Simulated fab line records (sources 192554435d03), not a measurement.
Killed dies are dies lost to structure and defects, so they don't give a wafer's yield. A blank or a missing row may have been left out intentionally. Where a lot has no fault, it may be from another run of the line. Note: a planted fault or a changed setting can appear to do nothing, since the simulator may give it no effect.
fab line records	flow n5_finfet
record lots=7	wafers=21	last_day=18
route steps=1938 shown MOL_CONTACT_COAG@529 PASSIVATION@1936
lots that met no fault: taken from a fault-free run of the same line
start_h: the number of hours between the record's first day and the start of the first shown wafer of the lot	wait_h: hours since the lot's step before	" repeats the value in the row above	L1.1+2: a single row standing in for several wafers	- no value, or no start was given	* or withheld: withheld	< > ~ a bound
route shown NAME@n: names a module that has steps shown in the file, with the first one's number in the route	usual: mean and standard deviation over wafers with no fault	same: alike in all rows	chamber/n: place in a boat	sites: each site's reading	_std_site: the values' standard deviation	_edge_site: inner sites' mean taken away from outer sites' mean	radius_mm: for every site, how far away it sits from the centre of the wafer	mask NAME#n: copy n	behind: the last tool/chamber to shape the wafer	hold: why the lot was held/for how many hours/how that ended	device: names the non-switching transistor (n, p or np)	end of line: the tests these same wafers got at the end of their route	a step given without rows: its recipe and nothing more	killed: at the first sort, the dies lost to defects and structure; wafer yield is something else	map: dies across one wafer; x = killed, . = not, _ = none there
set.NAME: the setting the step ran with; set.NAME@STEP: the setting that earlier step ran with	model.NAME: the simulator's own value behind a step, which no gauge read
lots at some steps of the route; a table a step, a row a wafer
services: when a tool's chamber went out of use (start_h, in hours from the record's first day, below 0 if earlier), for how many hours, and the reason
## steps
# step N5_MOL_CONTACT_COAG_DESCUM_13
# recipe chemistry=O2	time_s=7	source_power_w=50	bias_power_w=20	pressure_mtorr=20	rf_frequency_hz=2.712e+07	temp_c=40	resist=CAR-EUV	o2_flow_sccm=225
# usual drypump_motor_current_A=5.7/0.4	oes_product_au=0.79/0.11	rf_vpp_V=243.1/1.6	showerhead_plenum_p_Torr=2.09/0.096	throttle_valve_pct=20.32/0.2
# same time_s=7
lot.wafer	tool	chamber	start_h	wait_h	drypump_motor_current_A	oes_product_au	rf_hours_counter_h	rf_vpp_V	showerhead_plenum_p_Torr	throttle_valve_pct
L561.1	rie_diel-05	1	133.06	0.0	6.2	0.78	140	245.0	2.17	20.45
L561.3	"	3	"	"	5.5	0.97	5	242.2	2.02	20.25
L561.5	"	2	"	"	5.4	0.77	-	241.4	1.91	20.23
L565.1	rie_diel-05	1	162.64	0.0	6.1	0.76	151	245.6	2.17	20.47
L565.2	"	2	"	"	5.4	0.75	167	240.6	1.91	20.24
L565.3	"	3	"	"	5.5	0.92	17	242.1	2.02	20.27
L573.2	rie_diel-05	1	204.32	0.0	6.1	0.75	165	244.9	2.16	20.48
L573.3	"	2	"	"	5.5	0.74	181	241.2	1.90	20.27
L573.5	"	0	"	"	5.1	0.95	-	244.6	2.14	19.85
L574.4	rie_diel-05	0	210.63	0.0	5.1	0.93	-	245.4	2.14	19.85
L574.5	"	1	"	"	6.2	0.75	-	244.4	2.16	20.48
L574.6	"	2	"	"	5.4	0.74	-	240.6	1.90	20.26
L575.1	rie_diel-04	2	220.72	0.0	5.3	0.66	259	240.9	2.03	20.56
L575.2	"	3	"	"	6.0	0.91	29	241.4	2.04	19.97
L575.4	"	3	"	"	6.1	0.91	-	240.8	2.04	20.00
L576.1	rie_diel-05	2	225.31	0.0	5.4	0.74	190	241.1	1.90	20.28
L576.4	"	0	"	"	5.1	0.92	26	243.2	2.14	19.87
L576.6	"	0	"	"	5.1	0.92	-	243.8	2.14	19.88
L577.1	rie_diel-02	0	226.18	0.0	6.1	0.67	233	241.7	2.00	20.42
L577.3	"	3	"	"	6.6	0.67	227	244.0	2.07	20.25
L577.6	"	1	"	"	5.9	0.90	-	242.9	2.17	20.32
# step N5_MOL_CONTACT_COAG_ETCH_59
# recipe chemistry=N2/H2	target=underlayer	target_depth_a=130	mask_material=CAR-EUV	time_s=10.4	ion_energy_ev=200	pressure_mtorr=30	source_w=840	bias_w=150	n2_flow_sccm=200	h2_flow_sccm=200	ends=cleared
# step N5_MOL_CONTACT_COAG_ETCH_105
# recipe chemistry=CF4	target=SiARC	target_depth_a=156	mask_material=CAR-EUV	time_s=26	ion_energy_ev=80	pressure_mtorr=40	source_w=545	bias_w=36	Ar_flow_sccm=100	cf4_flow_sccm=100	ends=cleared
# usual drypump_motor_current_A=5.7/0.39	etch_rf_on_time_s=26.4/0.97	oes_product_au=0.67/0.092	rf_vpp_V=184.1/1.3	showerhead_plenum_p_Torr=2.14/0.09	throttle_valve_pct=15.56/0.24
lot.wafer	tool	chamber	start_h	wait_h	drypump_motor_current_A	etch_rf_on_time_s	oes_product_au	rf_hours_counter_h	rf_vpp_V	showerhead_plenum_p_Torr	throttle_valve_pct
L561.1	rie_diel-05	1	133.11	0.0	6.2	27.1	0.65	140	185.0	2.23	15.71
L561.3	"	3	"	"	5.5	24.6	0.85	5	184.6	2.12	15.67
L561.5	"	2	"	"	5.5	27.3	0.62	-	181.5	1.97	15.49
L565.1	rie_diel-05	1	162.70	0.0	6.1	26.9	0.64	151	186.9	2.23	15.72
L565.2	"	2	"	"	5.5	27.3	0.61	167	182.4	1.97	15.52
L565.3	"	3	"	"	5.5	24.6	0.82	17	182.6	2.12	15.70
L573.2	rie_diel-05	1	204.38	0.0	6.2	27.0	0.63	165	184.5	2.23	15.76
L573.3	"	2	"	"	5.4	27.7	0.60	181	182.5	1.96	15.55
L573.5	"	0	"	"	5.1	24.6	0.80	-	185.5	2.20	15.15
L574.4	rie_diel-05	0	210.68	0.0	5.1	24.4	0.80	-	184.1	2.20	15.13
L574.5	"	1	"	"	6.1	26.8	0.64	-	185.1	2.22	15.76
L574.6	"	2	"	"	5.4	27.3	0.60	-	182.3	1.96	15.55
L575.1	rie_diel-04	2	220.78	0.0	5.3	26.7	0.57	259	184.0	2.11	15.92
L575.2	"	3	"	"	6.0	26.3	0.76	29	183.5	2.11	15.20
L575.4	"	3	"	"	6.1	26.5	0.76	-	182.5	2.11	15.21
L576.1	rie_diel-05	2	225.36	0.0	5.5	27.3	0.60	190	182.8	1.96	15.57
L576.4	"	0	"	"	5.1	24.5	0.78	26	186.6	2.19	15.16
L576.6	"	0	"	"	5.1	24.7	0.79	-	184.0	2.19	15.15
L577.1	rie_diel-02	0	226.23	0.0	6.1	25.9	0.58	233	184.0	2.04	15.55
L577.3	"	3	"	"	6.6	27.9	0.56	227	184.9	2.11	15.42
L577.6	"	1	"	"	5.9	27.8	0.73	-	183.9	2.17	15.13
# step N5_MOL_CONTACT_COAG_ETCH_106
# recipe chemistry=N2/H2	target=SOC	target_depth_a=800	overetch_a=160	mask_material=SiARC	temp_c=40	time_s=120	ion_energy_ev=200	pressure_mtorr=30	source_w=840	bias_w=150	n2_flow_sccm=200	h2_flow_sccm=200
# step N5_MOL_CONTACT_COAG_STRIP_107
# recipe chemistry=N2/H2	temp_c=40	n2_flow_sccm=200	h2_flow_sccm=200	rf_frequency_hz=6e+07
# step N5_MOL_CONTACT_COAG_STRIP_108
# recipe chemistry=N2/H2	temp_c=40	n2_flow_sccm=200	h2_flow_sccm=200	rf_frequency_hz=6e+07
# step N5_MOL_CONTACT_COAG_CONTACT_ETCH_14
# recipe chemistry=C4F6/O2	target=SiO2	target_depth_a=275	overetch_a=85	mask_material=SOC	pressure_mtorr=30	source_w=370	bias_w=185	Ar_flow_sccm=300	C4F6_flow_sccm=16	O2_flow_sccm=10	time_s=20	ion_energy_ev=259.6
# step N5_MOL_CONTACT_COAG_STRIP_109
# recipe chemistry=C4F6/O2	resist=SiARC	rf_frequency_hz=6e+07
# step N5_MOL_CONTACT_COAG_ETCH_15
# recipe chemistry=CH3F/O2	target=SiNx	target_depth_a=70	mask_material=SOC	stop_on=Si:P	over_etch_frac=0.75	ion_energy_ev=120	pressure_mtorr=30	source_w=395	bias_w=73	Ar_flow_sccm=150	CH3F_flow_sccm=30	O2_flow_sccm=20
# usual drypump_motor_current_A=5.7/0.39	oes_o_777_au=0.78/0.11	oes_product_au=0.57/0.072	rf_vpp_V=292/8.2	showerhead_plenum_p_Torr=2.00/0.087	throttle_valve_pct=16.27/0.22
lot.wafer	tool	chamber	start_h	wait_h	drypump_motor_current_A	oes_o_777_au	oes_product_au	rf_hours_counter_h	rf_vpp_V	showerhead_plenum_p_Torr	throttle_valve_pct
L561.1	rie_diel-05	1	133.28	0.0	6.1	0.75	0.57	140	296	2.08	16.37
L561.3	"	3	"	"	5.5	0.99	0.71	6	290	1.98	16.43
L561.5	"	2	"	"	5.5	0.71	0.55	-	297	1.82	16.15
L565.1	rie_diel-05	1	162.86	0.0	6.1	0.73	0.55	151	298	2.07	16.38
L565.2	"	2	"	"	5.5	0.70	0.54	167	298	1.82	16.17
L565.3	"	3	"	"	5.5	0.97	0.67	17	290	1.98	16.44
L573.2	rie_diel-05	1	204.54	0.0	6.1	0.72	0.55	165	298	2.07	16.40
L573.3	"	2	"	"	5.5	0.68	0.54	181	296	1.81	16.20
L573.5	"	0	"	"	5.1	0.95	0.67	-	277	2.06	15.89
L574.4	rie_diel-05	0	210.86	0.0	5.1	0.94	0.66	-	275	2.06	15.93
L574.5	"	1	"	"	6.1	0.72	0.55	-	297	2.07	16.43
L574.6	"	2	"	"	5.5	0.68	0.54	-	297	1.81	16.22
L575.1	rie_diel-04	2	220.94	0.0	5.3	0.65	0.50	260	289	1.96	16.62
L575.2	"	3	"	"	6.0	0.87	0.66	29	301	1.96	15.90
L575.4	"	3	"	"	6.1	0.87	0.65	-	300	1.96	15.90
L576.1	rie_diel-05	2	225.52	0.0	5.5	0.67	0.53	190	296	1.81	16.23
L576.4	"	0	"	"	5.1	0.93	0.65	26	277	2.06	15.91
L576.6	"	0	"	"	5.1	0.93	0.66	-	275	2.06	15.92
L577.1	rie_diel-02	0	226.40	0.0	6.1	0.73	0.49	233	282	1.90	16.31
L577.3	"	3	"	"	6.5	0.67	0.50	227	287	1.99	16.25
L577.6	"	1	"	"	5.9	0.86	0.65	-	304	2.03	15.87
# step N5_MOL_CONTACT_COAG_ETCH_110
# recipe chemistry=CF4/O2	target=Si	target_depth_a=25	time_s=8	pressure_mtorr=100	source_w=200	bias_w=12	ion_energy_ev=60	Ar_flow_sccm=100	cf4_flow_sccm=100	O2_flow_sccm=10
# usual drypump_motor_current_A=5.7/0.4	oes_o_777_au=0.77/0.1	oes_product_au=0.78/0.11	rf_vpp_V=125/4.3	showerhead_plenum_p_Torr=2.23/0.092	throttle_valve_pct=10.72/0.28
# same time_s=8
lot.wafer	tool	chamber	start_h	wait_h	drypump_motor_current_A	oes_o_777_au	oes_product_au	rf_hours_counter_h	rf_vpp_V	showerhead_plenum_p_Torr	throttle_valve_pct
L561.1	rie_diel-05	1	133.34	0.0	6.1	0.73	0.76	140	129	2.32	10.84
L561.3	"	3	"	"	5.5	0.96	1.00	6	123	2.20	10.65
L561.5	"	2	"	"	5.4	0.69	0.73	-	128	2.05	10.71
L565.1	rie_diel-05	1	162.92	0.0	6.1	0.72	0.75	151	127	2.31	10.86
L565.2	"	2	"	"	5.5	0.68	0.71	167	129	2.04	10.74
L565.3	"	3	"	"	5.5	0.93	0.95	17	124	2.20	10.68
L573.2	rie_diel-05	1	204.60	0.0	6.1	0.71	0.74	165	128	2.31	10.92
L573.3	"	2	"	"	5.5	0.67	0.71	181	130	2.04	10.78
L573.5	"	0	"	"	5.1	0.96	0.95	-	118	2.28	10.23
L574.4	rie_diel-05	0	210.91	0.0	5.1	0.95	0.93	-	117	2.28	10.25
L574.5	"	1	"	"	6.2	0.71	0.74	-	127	2.31	10.92
L574.6	"	2	"	"	5.4	0.67	0.70	-	127	2.04	10.78
L575.1	rie_diel-04	2	221.00	0.0	5.3	0.65	0.66	260	124	2.19	11.17
L575.2	"	3	"	"	6.0	0.84	0.88	29	132	2.19	10.27
L575.4	"	3	"	"	6.0	0.85	0.89	-	129	2.19	10.28
L576.1	rie_diel-05	2	225.58	0.0	5.5	0.66	0.70	190	128	2.04	10.80
L576.4	"	0	"	"	5.1	0.94	0.92	26	116	2.28	10.25
L576.6	"	0	"	"	5.1	0.92	0.91	-	119	2.28	10.28
L577.1	rie_diel-02	0	226.46	0.0	6.1	0.72	0.67	233	121	2.12	10.84
L577.3	"	3	"	"	6.6	0.69	0.66	227	124	2.19	10.70
L577.6	"	1	"	"	5.9	0.87	0.88	-	131	2.25	10.23
# step N5_MOL_CONTACT_COAG_STRIP_98
# recipe chemistry=N2/H2	power_w=500	temp_c=40	pressure_mtorr=50	rf_frequency_hz=6e+07	overash_fraction=0.3	bias_power_w=8	h2_frac=0.5	n2_flow_sccm=300	h2_flow_sccm=300
# usual drypump_motor_current_A=5.7/0.4	oes_product_au=0.78/0.11	rf_vpp_V=54.3/1.5	showerhead_plenum_p_Torr=3.37/0.14	throttle_valve_pct=19.0/0.41
lot.wafer	tool	chamber	start_h	wait_h	drypump_motor_current_A	oes_product_au	rf_hours_counter_h	rf_vpp_V	showerhead_plenum_p_Torr	throttle_valve_pct
L561.1	rie_diel-05	1	133.39	0.0	6.2	0.79	140	56.0	3.49	18.8
L561.3	"	3	"	"	5.6	0.96	6	55.6	3.31	19.5
L561.5	"	2	"	"	5.5	0.77	-	50.6	3.09	18.6
L565.1	rie_diel-05	1	162.97	0.0	6.2	0.75	151	56.5	3.48	18.9
L565.2	"	2	"	"	5.5	0.75	167	53.9	3.08	18.7
L565.3	"	3	"	"	5.6	0.93	17	55.8	3.30	19.6
L573.2	rie_diel-05	1	204.65	0.0	6.2	0.74	165	54.2	3.48	18.9
L573.3	"	2	"	"	5.5	0.73	181	53.8	3.08	18.7
L573.5	"	0	"	"	5.1	0.94	-	54.4	3.45	18.4
L574.4	rie_diel-05	0	210.96	0.0	5.1	0.94	-	56.6	3.45	18.4
L574.5	"	1	"	"	6.2	0.75	-	55.7	3.47	18.9
L574.6	"	2	"	"	5.5	0.74	-	53.1	3.08	18.7
L575.1	rie_diel-04	2	221.05	0.0	5.3	0.66	260	56.4	3.33	19.8
L575.2	"	3	"	"	6.0	0.91	29	56.9	3.26	18.5
L575.4	"	3	"	"	6.1	0.91	-	55.4	3.26	18.5
L576.1	rie_diel-05	2	225.63	0.0	5.5	0.74	190	52.6	3.07	18.7
L576.4	"	0	"	"	5.1	0.91	26	53.8	3.45	18.5
L576.6	"	0	"	"	5.1	0.92	-	53.2	3.45	18.5
L577.1	rie_diel-02	0	226.50	0.0	6.1	0.67	233	51.4	3.20	18.8
L577.3	"	3	"	"	6.5	0.68	227	52.1	3.33	19.4
L577.6	"	1	"	"	5.9	0.89	-	55.3	3.44	19.1
# step N5_MOL_CONTACT_COAG_CD_MEAS_99
# recipe target_cd_nm=17.2	polarity=opening
# usual cd_nm=17.3/0.42
lot.wafer	tool	chamber	start_h	wait_h	cd_nm
L561.1	cd_sem-03	-	133.46	-	17.0
L561.3	"	-	"	"	17.4
L561.5	"	-	"	"	16.6
L565.1	cd_sem-03	-	163.04	-	17.0
L565.2	"	-	"	"	17.3
L565.3	"	-	"	"	17.6
L573.2	cd_sem-02	-	204.72	-	17.1
L573.3	"	-	"	"	17.4
L573.5	"	-	"	"	16.9
L574.4	cd_sem-02	-	211.01	-	16.8
L574.5	"	-	"	"	17.8
L574.6	"	-	"	"	17.6
L575.1	cd_sem-02	-	221.12	-	16.4
L575.2	"	-	"	"	16.8
L575.4	"	-	"	"	17.3
L576.1	cd_sem-02	-	225.70	-	16.9
L576.4	"	-	"	"	17.2
L576.6	"	-	"	"	16.8
L577.1	cd_sem-01	-	226.57	-	17.4
L577.3	"	-	"	"	17.2
L577.6	"	-	"	"	17.5
# step N5_MOL_CONTACT_COAG_IMPLANT_129
# recipe species=Ge	energy_kev=3	dose_cm2=6e+14	tilt_deg=0	rotation_deg=0
# usual beam_energy_keV=2.9999/0.001	beam_on_s=35.9/0.98
lot.wafer	tool	chamber	start_h	wait_h	beam_energy_keV	beam_on_s
L561.1	implanter-02	0	133.49	0.0	3.0005	35.0
L561.3	"	0	"	"	2.9994	34.5
L561.5	"	0	"	"	3.0010	34.9
L565.1	implanter-01	0	163.07	0.0	2.9992	36.2
L565.2	"	0	"	"	2.9994	36.8
L565.3	"	0	"	"	2.9991	35.5
L573.2	implanter-01	-	204.78	0.1	-	-
L573.3	"	-	"	"	-	-
L573.5	"	-	"	"	-	-
L574.4	implanter-01	-	211.13	0.1	-	-
L574.5	"	-	"	"	-	-
L574.6	"	-	"	"	-	-
L575.1	implanter-01	-	221.15	0.0	-	-
L575.2	"	-	"	"	-	-
L575.4	"	-	"	"	-	-
L576.1	implanter-01	0	225.74	0.0	2.9991	35.6
L576.4	"	0	"	"	2.9987	36.3
L576.6	"	0	"	"	3.0001	36.7
L577.1	implanter-01	0	226.61	0.0	2.9990	36.7
L577.3	"	0	"	"	2.9991	36.9
L577.6	"	0	"	"	3.0002	35.4
# step N5_MOL_CONTACT_COAG_PRECLEAN_111
# recipe chemistry=NF3:NH3	afs_cycles=1	temp_c=30	time_s=20	sublimation_temp_c=180	sublimation_time_s=60	pressure_torr=3	rf_power_w=30
# step N5_PASSIVATION_PROBE_49
# usual killed_at_M0_to_M3=34/11	killed_at_M4_up=13/5.2	killed_at_contacts=13/6.3	killed_at_front_end=40/14	killed_at_other=3.2/2.4	killed_dies=104/19	killed_on_rim=14/4.2	killed_open=69/14	killed_short=32/7.5
# same gross_dies=1180	killed_at_back_side=0
lot.wafer	tool	chamber	start_h	wait_h	killed_at_M0_to_M3	killed_at_M4_up	killed_at_contacts	killed_at_front_end	killed_at_other	killed_dies	killed_on_rim	killed_open	killed_short
L561.1	prober-02	-	303.63	0.0	33	12	23	43	4	115	17	77	36
L561.3	prober-02	-	303.73	0.1	29	31	12	36	6	114	10	83	29
L561.5	prober-02	-	303.83	0.2	30	16	10	28	4	88	10	64	24
L565.1	prober-02	-	358.47	0.0	38	18	12	49	0	117	11	79	38
L565.2	prober-02	-	358.52	0.1	23	13	18	30	1	85	9	61	24
L565.3	prober-02	-	358.57	0.1	28	9	7	29	0	73	5	47	26
L573.2	prober-02	-	387.42	0.1	29	12	12	32	3	88	9	58	26
L573.3	prober-02	-	387.47	0.1	38	15	12	28	3	96	16	63	32
L573.5	prober-02	-	387.57	0.2	33	12	3	25	0	73	16	46	23
L574.4	prober-02	-	400.61	0.2	46	12	6	40	3	107	21	68	37
L574.5	prober-02	-	400.66	0.2	33	11	14	32	0	90	11	56	29
L574.6	prober-02	-	400.71	0.3	45	8	21	48	0	122	22	77	43
L575.1	prober-02	-	406.43	0.0	38	15	10	52	8	123	25	87	33
L575.2	prober-02	-	406.48	0.1	16	18	1	60	0	95	10	61	33
L575.4	prober-02	-	406.58	0.2	33	14	12	51	1	111	15	75	31
L577.1	prober-01	-	421.55	0.0	43	17	4	45	2	111	10	65	43
L577.3	prober-01	-	421.65	0.1	37	11	14	27	2	91	13	54	37
L577.6	prober-01	-	421.80	0.3	36	18	7	48	2	111	14	73	34
L576.1	prober-02	-	421.56	0.0	17	29	5	48	6	105	12	64	39
L576.4	prober-02	-	421.71	0.2	27	22	6	40	2	97	6	61	33
L576.6	prober-02	-	421.81	0.3	22	28	11	40	3	104	15	75	29
# killed by level:class
L561.1 MOL_CONTACT_COAG:geometric_particle:open=15 STI_FIN_REVEAL:geometric_particle:open=11 BEOL_M3:geometric_particle:open=9 MOL_CONTACT_COAG:geometric_particle:short=8 BEOL_M2:geometric_particle:open=6 BEOL_M4:geometric_particle:open=6 FIN_SAQP:geometric_particle:open=5 BEOL_M1:geometric_particle:open=5
L561.3 BEOL_M4:geometric_particle:open=18 STI_FIN_REVEAL:geometric_particle:open=14 MOL_CONTACT_COAG:geometric_particle:open=11 BEOL_M2:geometric_particle:open=9 BEOL_M0_SAQP:geometric_particle:short=8 FIN_SAQP:geometric_particle:open=7 FIN_SAQP:geometric_particle:short=5 DUMMY_GATE:geometric_particle:open=4
L561.5 BEOL_M4:geometric_particle:open=13 STI_FIN_REVEAL:geometric_particle:open=11 MOL_CONTACT_COAG:geometric_particle:open=9 BEOL_M0_SAQP:geometric_particle:open=9 FIN_SAQP:geometric_particle:open=6 FIN_SAQP:geometric_particle:short=4 BEOL_M2:geometric_particle:open=4 BEOL_M3:geometric_particle:short=4
L565.1 STI_FIN_REVEAL:geometric_particle:open=16 BEOL_M0_SAQP:geometric_particle:open=10 MOL_CONTACT_COAG:geometric_particle:open=9 BEOL_M0_SAQP:geometric_particle:short=7 BEOL_M1:geometric_particle:open=7 FIN_SAQP:geometric_particle:short=6 BEOL_M2:geometric_particle:open=5 BEOL_M4:geometric_particle:open=5
L565.2 MOL_CONTACT_COAG:geometric_particle:open=15 BEOL_M0_SAQP:geometric_particle:short=7 DUMMY_GATE:geometric_particle:open=6 FIN_SAQP:geometric_particle:open=5 STI_FIN_REVEAL:geometric_particle:open=5 BEOL_M4:geometric_particle:open=5 BEOL_M6:geometric_particle:open=5 FIN_SAQP:geometric_particle:short=4
L565.3 BEOL_M0_SAQP:geometric_particle:short=10 BEOL_M0_SAQP:geometric_particle:open=10 STI_FIN_REVEAL:geometric_particle:open=8 MOL_CONTACT_COAG:geometric_particle:open=6 FIN_SAQP:geometric_particle:short=4 DUMMY_GATE:geometric_particle:open=4 BEOL_M3:geometric_particle:open=4 GATE_CUT:geometric_particle:short=3
L573.2 MOL_CONTACT_COAG:geometric_particle:open=8 DUMMY_GATE:geometric_particle:open=7 BEOL_M1:geometric_particle:open=7 BEOL_M3:geometric_particle:open=7 BEOL_M0_SAQP:geometric_particle:open=5 STARTING-WAFER:geometric_particle:open=5 STI_FIN_REVEAL:geometric_particle:open=4 MOL_CONTACT_COAG:geometric_particle:short=4
L573.3 STI_FIN_REVEAL:geometric_particle:open=11 BEOL_M0_SAQP:geometric_particle:short=11 MOL_CONTACT_COAG:geometric_particle:open=10 BEOL_M0_SAQP:geometric_particle:open=7 BEOL_M1:geometric_particle:open=6 BEOL_M3:geometric_particle:open=5 BEOL_M1:geometric_particle:short=4 BEOL_M2:geometric_particle:open=4
L573.5 BEOL_M0_SAQP:geometric_particle:open=8 FIN_SAQP:geometric_particle:short=6 BEOL_M1:geometric_particle:open=6 BEOL_M0_SAQP:geometric_particle:short=4 BEOL_M3:geometric_particle:open=4 FIN_SAQP:geometric_particle:open=3 STI_FIN_REVEAL:geometric_particle:open=3 DUMMY_GATE:geometric_particle:open=3
L574.4 BEOL_M2:geometric_particle:open=11 BEOL_M0_SAQP:geometric_particle:open=8 STI_FIN_REVEAL:geometric_particle:open=7 FIN_SAQP:geometric_particle:open=6 GATE_CUT:geometric_particle:short=6 BEOL_M3:geometric_particle:open=6 MOL_CONTACT_COAG:geometric_particle:open=5 BEOL_M0_SAQP:geometric_particle:short=5
L574.5 BEOL_M2:geometric_particle:open=12 STI_FIN_REVEAL:geometric_particle:open=9 MOL_CONTACT_COAG:geometric_particle:open=8 MOL_CONTACT_COAG:geometric_particle:short=6 BEOL_M1:geometric_particle:open=6 BEOL_M3:geometric_particle:open=4 FIN_SAQP:geometric_particle:short=3 SPACER0:geometric_particle:short=3
L574.6 MOL_CONTACT_COAG:geometric_particle:open=17 STI_FIN_REVEAL:geometric_particle:open=14 BEOL_M2:geometric_particle:open=9 BEOL_M3:geometric_particle:short=9 BEOL_M0_SAQP:geometric_particle:short=8 BEOL_M0_SAQP:geometric_particle:open=7 STI_FIN_REVEAL:geometric_particle:short=5 STARTING-WAFER:geometric_particle:open=5
L575.1 BEOL_M0_SAQP:geometric_particle:open=12 FIN_SAQP:geometric_particle:open=11 BEOL_M3:geometric_particle:open=11 GATE_CUT:geometric_particle:short=8 MOL_CONTACT_COAG:geometric_particle:open=8 DUMMY_GATE:geometric_particle:open=7 FIN_SAQP:geometric_particle:short=6 BEOL_M1:geometric_particle:open=5
L575.2 FIN_SAQP:geometric_particle:open=23 FIN_SAQP:geometric_particle:short=15 DUMMY_GATE:geometric_particle:open=5 GATE_CUT:geometric_particle:short=5 BEOL_M4:geometric_particle:open=5 BEOL_M5:geometric_particle:open=5 BEOL_M1:geometric_particle:open=3 BEOL_M2:geometric_particle:open=3
L575.4 BEOL_M3:geometric_particle:open=16 MOL_CONTACT_COAG:geometric_particle:open=11 FIN_SAQP:geometric_particle:open=9 FIN_SAQP:geometric_particle:short=9 STI_FIN_REVEAL:geometric_particle:open=7 BEOL_M4:geometric_particle:open=6 DUMMY_GATE:geometric_particle:open=5 ILD0:geometric_particle:short=5
L577.1 FIN_SAQP:geometric_particle:short=14 FIN_SAQP:geometric_particle:open=14 BEOL_M2:geometric_particle:open=9 BEOL_M0_SAQP:geometric_particle:short=9 STI_FIN_REVEAL:geometric_particle:open=6 BEOL_M0_SAQP:geometric_particle:open=6 BEOL_M3:geometric_particle:open=6 BEOL_M1:geometric_particle:open=4
L576.1 BEOL_M4:geometric_particle:open=19 STI_FIN_REVEAL:geometric_particle:open=14 FIN_SAQP:geometric_particle:short=7 STI_FIN_REVEAL:geometric_particle:short=7 BEOL_M0_SAQP:geometric_particle:short=4 BEOL_M0_SAQP:geometric_particle:open=4 BEOL_M4:geometric_particle:short=4 STARTING-WAFER:geometric_particle:open=4
L577.3 FIN_SAQP:geometric_particle:short=11 MOL_CONTACT_COAG:geometric_particle:open=10 BEOL_M0_SAQP:geometric_particle:short=8 FIN_SAQP:geometric_particle:open=7 BEOL_M0_SAQP:geometric_particle:open=7 BEOL_M2:geometric_particle:open=7 MOL_CONTACT_COAG:geometric_particle:short=4 BEOL_M2:geometric_particle:short=4
L576.4 STI_FIN_REVEAL:geometric_particle:open=17 BEOL_M4:geometric_particle:open=10 FIN_SAQP:geometric_particle:short=7 BEOL_M0_SAQP:geometric_particle:short=7 DUMMY_GATE:geometric_particle:open=5 BEOL_M4:geometric_particle:short=5 BEOL_M0_SAQP:geometric_particle:open=5 BEOL_M2:geometric_particle:open=5
L577.6 FIN_SAQP:geometric_particle:open=23 BEOL_M0_SAQP:geometric_particle:open=14 FIN_SAQP:geometric_particle:short=10 BEOL_M0_SAQP:geometric_particle:short=9 STI_FIN_REVEAL:geometric_particle:open=6 MOL_CONTACT_COAG:geometric_particle:open=4 BEOL_M4:geometric_particle:open=4 BEOL_M1:geometric_particle:open=4
L576.6 STI_FIN_REVEAL:geometric_particle:open=17 BEOL_M4:geometric_particle:open=16 MOL_CONTACT_COAG:geometric_particle:open=10 FIN_SAQP:geometric_particle:open=7 FIN_SAQP:geometric_particle:short=7 BEOL_M1:geometric_particle:open=5 BEOL_M4:geometric_particle:short=5 BEOL_M3:geometric_particle:open=4
## services
tool	chamber	start_h	hours	kind
implanter-01	-	114.34	1.7	repair
rie_diel-04	3	117.89	-	clean
rie_diel-04	3	117.89	-	consumable_replace:focus_ring
rie_diel-04	3	117.89	23.5	scheduled_down
rie_diel-04	3	117.89	23.5	vent_cycle
rie_diel-05	0	132.26	-	clean
rie_diel-05	0	132.26	-	consumable_replace:focus_ring
rie_diel-05	0	132.26	24.3	scheduled_down
rie_diel-05	0	132.26	24.3	vent_cycle
rie_diel-02	1	136.01	-	clean
rie_diel-02	1	136.01	-	consumable_replace:focus_ring
rie_diel-02	1	136.01	16.5	scheduled_down
rie_diel-02	1	136.01	16.5	vent_cycle
rie_diel-05	-	138.50	4.3	pm
rie_diel-04	3	143.18	13.8	repair
rie_diel-05	-	164.14	0.3	repair
rie_diel-05	-	171.64	2.2	repair
rie_diel-02	3	173.21	5.4	repair
rie_diel-04	1	175.48	62.1	repair
rie_diel-05	3	201.47	13.7	repair
implanter-02	-	203.27	166.2	pm
rie_diel-02	2	205.13	-	clean
rie_diel-02	2	205.13	-	consumable_replace:focus_ring
rie_diel-05	2	219.41	2.6	repair
## key
first_sign step=N5_MOL_CONTACT_COAG_IMPLANT_129	reading=tool_record	direction=missing
effect none on later readings
met_at N5_MOL_CONTACT_COAG_IMPLANT_129
struck_wafers L573.2,L573.3,L573.5,L574.4,L574.5,L574.6,L575.1,L575.2,L575.4
tester_left_out L573,L574,L575
onset_between 163.07 204.78
fault kind=skipped_step_whole	tool=implanter-01	chamber=-	onset_h=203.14	steps=N5_MOL_CONTACT_COAG_IMPLANT_129	scope=struck_lots_only
# tester_left_out: of these lots the tester's yield and bins aren't shown, on N5 and GAA mostly nor the transistor test; their killed dies are dies lost to structure and defects alone, not to doping, threshold or leakage, so they don't give the yield
